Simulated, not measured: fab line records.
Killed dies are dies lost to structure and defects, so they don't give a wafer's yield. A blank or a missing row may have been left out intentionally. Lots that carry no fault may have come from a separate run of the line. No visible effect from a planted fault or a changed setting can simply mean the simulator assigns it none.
fab line records ; flow n5_finfet
record lots=7; wafers=39
route steps=1938 shown BEOL_M11@1578
start_h: hours from the record's opening day to when the first of the lot's shown wafers began ; wait_h: time in hours since the lot's previous step ; " as in the row above ; L1.1+2: several wafers, shown together as one row ; - value missing, or start not given ; * or withheld: withheld ; < > ~ a bound
route shown NAME@n: names a module that has steps shown in the file, with the first one's number in the route ; usual: mean/standard deviation taken from wafers without a fault ; same: alike in all rows ; chamber/n: place in a boat ; sites: per-site readings ; _std_site: their standard deviation ; _edge_site: the outer-site mean with the inner-site mean subtracted ; radius_mm: for every site, how far away it sits from the centre of the wafer ; mask NAME#n: copy n ; behind: tool/chamber where the wafer was last shaped ; hold: cause of the lot's hold/its duration in hours/its outcome ; device: the transistor (n, p or np) that didn't switch ; end of line: the tests these same wafers got at the end of their route ; a step given without rows: its recipe and nothing more ; killed: count of dies lost to structure and defects at first sort (not the wafer's yield) ; map: a wafer's dies, marking killed ones x, the rest . and places with no die _
set.NAME: the setting that was run; set.NAME@STEP: the one run at that earlier step ; model.NAME: the simulator's own value behind a step, which no gauge read
lots where settings were altered on purpose, with a table for each step and a row for each wafer
## steps
# step N5_BEOL_M11_TRENCH_ETCH_37
# recipe chemistry=C4F6/O2; target_depth_a=1488.3; target=SiCOH_lowk; time_s=48; ion_energy_ev=250; pressure_mtorr=30; source_w=345; bias_w=185; Ar_flow_sccm=300; C4F6_flow_sccm=10; O2_flow_sccm=10
lot.wafer;tool;chamber;start_h;wait_h;set.target_depth_a;model.etch.depth_nm;model.BEOL_M11.feature_depth_nm;model.TiN_of_BEOL_M11_HM_DEP_02.thk_nm
L074.1;rie_diel-05;1;-;-;1488.3;151.7;151.6;15.6
L074.2;rie_diel-05;0;-;-;2103;214.3;214.2;14
L074.3;rie_diel-05;2;-;-;1488.3;149.1;149.2;15.8
L074.4;rie_diel-05;3;-;-;2103;206.8;206.8;14.2
L074.5;rie_diel-05;0;-;-;2103;216;216;13.8
L074.6;rie_diel-05;3;-;-;1488.3;144.9;144.8;15.8
L084.1;rie_diel-03;1;-;-;1872;186;186;14.8
L084.2;rie_diel-03;0;-;-;1872;185.8;185.8;14.8
L084.3;rie_diel-03;2;-;-;1488.3;149.1;149.2;15.8
L084.4;rie_diel-03;3;-;-;1488.3;151.5;151.4;15.8
L084.5;rie_diel-03;3;-;-;1872;190.1;190.2;14.8
L084.6;rie_diel-03;0;-;-;1488.3;148.1;148.2;15.8
L080.1;rie_diel-05;3;-;-;1488.3;146.1;146;15.6
L080.2;rie_diel-05;2;-;-;1488.3;148;148;15.6
L080.3;rie_diel-05;0;-;-;1488.3;149.9;150;15.8
L080.4;rie_diel-05;1;-;-;1488.3;150.6;150.6;15.6
L080.5;rie_diel-05;0;-;-;1488.3;151.1;151.2;15.6
L080.6;rie_diel-05;1;-;-;1488.3;150.7;150.6;15.6
L086.1;rie_diel-05;0;-;-;749.1;76.49;76.4;17.8
L086.2;rie_diel-05;2;-;-;749.1;74.87;74.8;17.8
L086.3;rie_diel-05;3;-;-;1488.3;147.8;147.8;15.6
L086.4;rie_diel-05;1;-;-;749.1;75.98;76;17.4
L086.5;rie_diel-05;0;-;-;1488.3;151.7;151.8;15.8
L086.6;rie_diel-05;3;-;-;1488.3;148.8;148.8;15.6
L085.1;rie_diel-03;1;-;-;1488.3;147.9;147.8;15.8
L085.2;rie_diel-03;3;-;-;1488.3;151;151;15.8
L085.3;rie_diel-03;2;-;-;1839;183.7;183.6;14.6
L085.4;rie_diel-03;0;-;-;1839;181.3;181.2;15
L085.5;rie_diel-03;2;-;-;1488.3;149.2;149.2;16
L085.6;rie_diel-03;1;-;-;1839;183.8;183.8;14.8
L088.1;rie_diel-03;1;-;-;1488.3;146.6;146.6;15.8
L088.2;rie_diel-03;0;-;-;1488.3;146.2;146.2;15.8
L088.3;rie_diel-03;3;-;-;1488.3;150.2;150.2;15.8
L088.4;rie_diel-03;0;-;-;2273;223.5;223.4;13.4
L088.5;rie_diel-03;3;-;-;2273;228.5;228.6;13.4
L088.6;rie_diel-03;1;-;-;2273;224.5;224.4;13.8
L097.1;rie_diel-04;3;-;-;1488.3;148.2;148.2;15.6
L097.2;rie_diel-04;0;-;-;1488.3;145.1;145;15.8
L097.3;rie_diel-04;2;-;-;1488.3;146.8;146.8;15.8
# step N5_BEOL_M11_ETCH_41
# recipe chemistry=CH3F/O2; target=SiCN; target_depth_a=426; taper_deg=2; time_s=86; ion_energy_ev=120; mask_material=TiN; pressure_mtorr=30; source_w=395; bias_w=75; Ar_flow_sccm=150; CH3F_flow_sccm=30; O2_flow_sccm=20
# step N5_BEOL_M11_STRIP_77
# recipe chemistry=N2/H2; time_s=10; power_w=450; temp_c=40; pressure_mtorr=20; rf_frequency_hz=6e+07; bias_power_w=7; n2_flow_sccm=200; h2_flow_sccm=200
# step N5_BEOL_M11_OCD_MEAS_38
# usual trench_depth_nm=148.5/2.2
lot.wafer;tool;chamber;start_h;wait_h;set.target_depth_a@BEOL_M11_TRENCH_ETCH_37;trench_depth_nm
L074.1;ocd-01;-;228.85;-;1488.3;151.8
L074.2;ocd-01;-;228.85;-;2103;213.6
L074.3;ocd-01;-;228.85;-;1488.3;148.7
L074.4;ocd-01;-;228.85;-;2103;206.6
L074.5;ocd-01;-;228.85;-;2103;-
L074.6;ocd-01;-;228.85;-;1488.3;144.8
L084.1;ocd-01;-;272.82;-;1872;185.6
L084.2;ocd-01;-;272.82;-;1872;-
L084.3;ocd-01;-;272.82;-;1488.3;149.0
L084.4;ocd-01;-;272.82;-;1488.3;-
L084.5;ocd-01;-;272.82;-;1872;190.6
L084.6;ocd-01;-;272.82;-;1488.3;-
L080.1;ocd-02;-;272.99;-;1488.3;145.9
L080.2;ocd-02;-;272.99;-;1488.3;147.1
L080.3;ocd-02;-;272.99;-;1488.3;150.6
L080.4;ocd-02;-;272.99;-;1488.3;-
L080.5;ocd-02;-;272.99;-;1488.3;-
L080.6;ocd-02;-;272.99;-;1488.3;-
L086.1;ocd-02;-;300.35;-;749.1;76.1
L086.2;ocd-02;-;300.35;-;749.1;74.8
L086.3;ocd-02;-;300.35;-;1488.3;148.5
L086.4;ocd-02;-;300.35;-;749.1;76.0
L086.5;ocd-02;-;300.35;-;1488.3;151.4
L086.6;ocd-02;-;300.35;-;1488.3;148.9
L085.1;ocd-01;-;301.88;-;1488.3;148.0
L085.2;ocd-01;-;301.88;-;1488.3;151.2
L085.3;ocd-01;-;301.88;-;1839;183.4
L085.4;ocd-01;-;301.88;-;1839;181.2
L085.5;ocd-01;-;301.88;-;1488.3;149.2
L085.6;ocd-01;-;301.88;-;1839;183.5
L088.1;ocd-01;-;316.32;-;1488.3;146.5
L088.2;ocd-01;-;316.32;-;1488.3;146.2
L088.3;ocd-01;-;316.32;-;1488.3;150.0
L088.4;ocd-01;-;316.32;-;2273;223.5
L088.5;ocd-01;-;316.32;-;2273;228.9
L088.6;ocd-01;-;316.32;-;2273;224.9
L097.1;ocd-02;-;363.49;-;1488.3;148.7
L097.2;ocd-02;-;363.49;-;1488.3;144.4
L097.3;ocd-02;-;363.49;-;1488.3;146.5
# step N5_BEOL_M11_HM_STRIP_39
# recipe chemistry=peroxide_tin_strip; material=TiN; target_depth_a=250; temp_c=50; time_s=158
# step N5_BEOL_M11_SRD_40
# recipe time_s=30; temp_c=23; rinse_liquid=diw; dry=ipa_marangoni
# step N5_BEOL_M11_ECD_50
# recipe material=Cu; target_thk_a=3180
# step N5_BEOL_M11_ANNEAL_51
# recipe temp_c=225; time_s=90; ambient=N2
# step N5_BEOL_M11_CMP_52
# recipe stop_on=SiCOH_lowk; t_overpolish_s=7; down_force_psi=1; platen_rpm=50; clearing_platen_down_force_psi=1.5; clearing_platen_rpm=50; post_cmp_clean=cu_alkaline; target_thk_nm=140; clearing_platen_pad_velocity_m_s=0.99484; pad_velocity_m_s=0.99484
lot.wafer;tool;chamber;start_h;wait_h;set.target_depth_a@BEOL_M11_TRENCH_ETCH_37;model.Cu_of_BEOL_M11_ECD_50.thk_nm
L074.3;cmp-03;1;231.33;0.2;1488.3;140.6
L074.2;cmp-03;2;231.33;0.2;2103;207
L074.1;cmp-03;3;231.33;0.2;1488.3;143.6
L074.4;cmp-03;0;231.33;0.2;2103;198.2
L074.5;cmp-03;1;231.33;0.2;2103;207.6
L074.6;cmp-03;2;231.33;0.2;1488.3;137.4
L084.2;cmp-02;2;274.73;0.2;1872;176.6
L084.3;cmp-02;3;274.73;0.2;1488.3;140.6
L084.1;cmp-02;0;274.73;0.2;1872;176.8
L084.4;cmp-02;1;274.73;0.2;1488.3;142.4
L084.5;cmp-02;2;274.73;0.2;1872;180.8
L084.6;cmp-02;3;274.73;0.2;1488.3;139.4
L080.2;cmp-03;1;275.42;0.4;1488.3;140.2
L080.1;cmp-03;2;275.42;0.4;1488.3;139
L080.3;cmp-03;3;275.42;0.4;1488.3;142.4
L080.4;cmp-03;0;275.42;0.4;1488.3;143.6
L080.5;cmp-03;1;275.42;0.4;1488.3;144
L080.6;cmp-03;2;275.42;0.4;1488.3;144.4
L086.2;cmp-02;2;302.19;0.2;749.1;67
L086.1;cmp-02;3;302.19;0.2;749.1;69
L086.4;cmp-02;0;302.19;0.2;749.1;67.4
L086.3;cmp-02;1;302.19;0.2;1488.3;139.6
L086.5;cmp-02;2;302.19;0.2;1488.3;144
L086.6;cmp-02;3;302.19;0.2;1488.3;140
L085.4;cmp-01;2;304.68;0.1;1839;174.6
L085.1;cmp-01;3;304.68;0.1;1488.3;139.2
L085.3;cmp-01;0;304.68;0.1;1839;174.4
L085.2;cmp-01;1;304.68;0.1;1488.3;142.6
L085.6;cmp-01;2;304.68;0.1;1839;175
L085.5;cmp-01;3;304.68;0.1;1488.3;141.2
L088.4;cmp-03;1;319.15;0.1;2273;214.4
L088.3;cmp-03;2;319.15;0.1;1488.3;141.8
L088.1;cmp-03;3;319.15;0.1;1488.3;138.2
L088.2;cmp-03;0;319.15;0.1;1488.3;137.4
L088.5;cmp-03;1;319.15;0.1;2273;220.2
L088.6;cmp-03;2;319.15;0.1;2273;216
L097.3;cmp-02;1;368.92;0.3;1488.3;137.6
L097.2;cmp-02;3;368.92;0.3;1488.3;135.6
L097.1;cmp-02;0;368.92;0.3;1488.3;138.6
# step N5_BEOL_M11_THK_MEAS_53
# recipe thk_meas_gauge=xrf; reads=Cu_of_BEOL_M11_ECD_50
# usual M11_THK=140.1/2.7
lot.wafer;tool;chamber;start_h;wait_h;set.target_depth_a@BEOL_M11_TRENCH_ETCH_37;M11_THK[nm]
L074.1;film_metro-01;-;231.63;-;1488.3;143.3
L074.2;film_metro-01;-;231.63;-;2103;205.5
L074.3;film_metro-01;-;231.63;-;1488.3;140.0
L074.4;film_metro-01;-;231.63;-;2103;196.6
L074.5;film_metro-01;-;231.63;-;2103;-
L074.6;film_metro-01;-;231.63;-;1488.3;136.7
L084.1;film_metro-01;-;275.02;-;1872;178.4
L084.2;film_metro-01;-;275.02;-;1872;-
L084.3;film_metro-01;-;275.02;-;1488.3;140.8
L084.4;film_metro-01;-;275.02;-;1488.3;-
L084.5;film_metro-01;-;275.02;-;1872;182.4
L084.6;film_metro-01;-;275.02;-;1488.3;-
L080.1;film_metro-01;-;275.71;-;1488.3;139.5
L080.2;film_metro-01;-;275.71;-;1488.3;141.0
L080.3;film_metro-01;-;275.71;-;1488.3;143.1
L080.4;film_metro-01;-;275.71;-;1488.3;-
L080.5;film_metro-01;-;275.71;-;1488.3;-
L080.6;film_metro-01;-;275.71;-;1488.3;-
L086.1;film_metro-02;-;302.48;-;749.1;69.2
L086.2;film_metro-02;-;302.48;-;749.1;67.1
L086.3;film_metro-02;-;302.48;-;1488.3;140.2
L086.4;film_metro-02;-;302.48;-;749.1;67.2
L086.5;film_metro-02;-;302.48;-;1488.3;144.2
L086.6;film_metro-02;-;302.48;-;1488.3;140.9
L085.1;film_metro-02;-;304.97;-;1488.3;139.8
L085.2;film_metro-02;-;304.97;-;1488.3;143.6
L085.3;film_metro-02;-;304.97;-;1839;174.9
L085.4;film_metro-02;-;304.97;-;1839;175.2
L085.5;film_metro-02;-;304.97;-;1488.3;141.6
L085.6;film_metro-02;-;304.97;-;1839;176.5
L088.1;film_metro-02;-;319.44;-;1488.3;138.4
L088.2;film_metro-02;-;319.44;-;1488.3;137.8
L088.3;film_metro-02;-;319.44;-;1488.3;142.6
L088.4;film_metro-02;-;319.44;-;2273;215.1
L088.5;film_metro-02;-;319.44;-;2273;220.5
L088.6;film_metro-02;-;319.44;-;2273;216.5
L097.1;film_metro-01;-;369.23;0.2;1488.3;139.0
L097.2;film_metro-01;-;369.23;0.2;1488.3;136.9
L097.3;film_metro-01;-;369.23;0.2;1488.3;137.8
# step N5_BEOL_M11_PRE_CLEAN_55
# recipe gas=NH3; time_s=15; temp_c=withheld; rf_power_w=300
# step N5_BEOL_M11_DEP_56
# recipe material=SiCN; target_thk_a=300; temp_c=withheld; precursor=3MS/NH3; pressure_torr=3; rf_w=675; time_s=10.5
# step N5_BEOL_M11_RS_MEAS_57
# recipe thk_meas_gauge=four-point-probe; reads=Cu_of_BEOL_M11_ECD_50+Co_of_BEOL_M11_CVD_75+TaN_of_BEOL_M11_ALD_74
# usual M11_RS=0.151/0.0031
lot.wafer;tool;chamber;start_h;wait_h;set.target_depth_a@BEOL_M11_TRENCH_ETCH_37;M11_RS[ohm/sq]
L074.1;film_metro-02;-;231.75;0.0;1488.3;0.147
L074.2;film_metro-02;-;231.75;0.0;2103;0.099
L074.3;film_metro-02;-;231.75;0.0;1488.3;0.150
L074.4;film_metro-02;-;231.75;0.0;2103;0.103
L074.5;film_metro-02;-;231.75;0.0;2103;-
L074.6;film_metro-02;-;231.75;0.0;1488.3;0.155
L084.1;film_metro-02;-;275.15;0.0;1872;0.117
L084.2;film_metro-02;-;275.15;0.0;1872;-
L084.3;film_metro-02;-;275.15;0.0;1488.3;0.150
L084.4;film_metro-02;-;275.15;0.0;1488.3;-
L084.5;film_metro-02;-;275.15;0.0;1872;0.114
L084.6;film_metro-02;-;275.15;0.0;1488.3;-
L080.1;film_metro-02;-;275.87;0.1;1488.3;0.152
L080.2;film_metro-02;-;275.87;0.1;1488.3;0.150
L080.3;film_metro-02;-;275.87;0.1;1488.3;0.148
L080.4;film_metro-02;-;275.87;0.1;1488.3;-
L080.5;film_metro-02;-;275.87;0.1;1488.3;-
L080.6;film_metro-02;-;275.87;0.1;1488.3;-
L086.1;film_metro-01;-;302.61;0.0;749.1;0.339
L086.2;film_metro-01;-;302.61;0.0;749.1;0.352
L086.3;film_metro-01;-;302.61;0.0;1488.3;0.152
L086.4;film_metro-01;-;302.61;0.0;749.1;0.351
L086.5;film_metro-01;-;302.61;0.0;1488.3;0.147
L086.6;film_metro-01;-;302.61;0.0;1488.3;0.151
L085.1;film_metro-01;-;305.10;0.0;1488.3;0.152
L085.2;film_metro-01;-;305.10;0.0;1488.3;0.148
L085.3;film_metro-01;-;305.10;0.0;1839;0.119
L085.4;film_metro-01;-;305.10;0.0;1839;0.119
L085.5;film_metro-01;-;305.10;0.0;1488.3;0.150
L085.6;film_metro-01;-;305.10;0.0;1839;0.119
L088.1;film_metro-02;-;319.57;0.0;1488.3;0.153
L088.2;film_metro-02;-;319.57;0.0;1488.3;0.154
L088.3;film_metro-02;-;319.57;0.0;1488.3;0.149
L088.4;film_metro-02;-;319.57;0.0;2273;0.095
L088.5;film_metro-02;-;319.57;0.0;2273;0.093
L088.6;film_metro-02;-;319.57;0.0;2273;0.095
L097.1;film_metro-01;-;369.36;0.0;1488.3;0.153
L097.2;film_metro-01;-;369.36;0.0;1488.3;0.157
L097.3;film_metro-01;-;369.36;0.0;1488.3;0.154
## key
split step=N5_BEOL_M11_TRENCH_ETCH_37; setting=target_depth_a; stated=1488.3; by=wafer
response step=N5_BEOL_M11_TRENCH_ETCH_37; reading=model.etch.depth_nm; change=+1.49; per=1%; r=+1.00
response step=N5_BEOL_M11_TRENCH_ETCH_37; reading=model.BEOL_M11.feature_depth_nm; change=+1.49; per=1%; r=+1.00
response step=N5_BEOL_M11_TRENCH_ETCH_37; reading=model.TiN_of_BEOL_M11_HM_DEP_02.thk_nm; change=-0.0418; per=1%; r=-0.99
response step=N5_BEOL_M11_OCD_MEAS_38; reading=trench_depth_nm; change=+1.48; per=1%; r=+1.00
response step=N5_BEOL_M11_CMP_52; reading=model.Cu_of_BEOL_M11_ECD_50.thk_nm; change=+1.48; per=1%; r=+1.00
response step=N5_BEOL_M11_THK_MEAS_53; reading=M11_THK; change=+1.48; per=1%; r=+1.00
response step=N5_BEOL_M11_RS_MEAS_57; reading=M11_RS; shape=bent; at_lowest=0.347; at_stated=0.151; at_highest=0.094
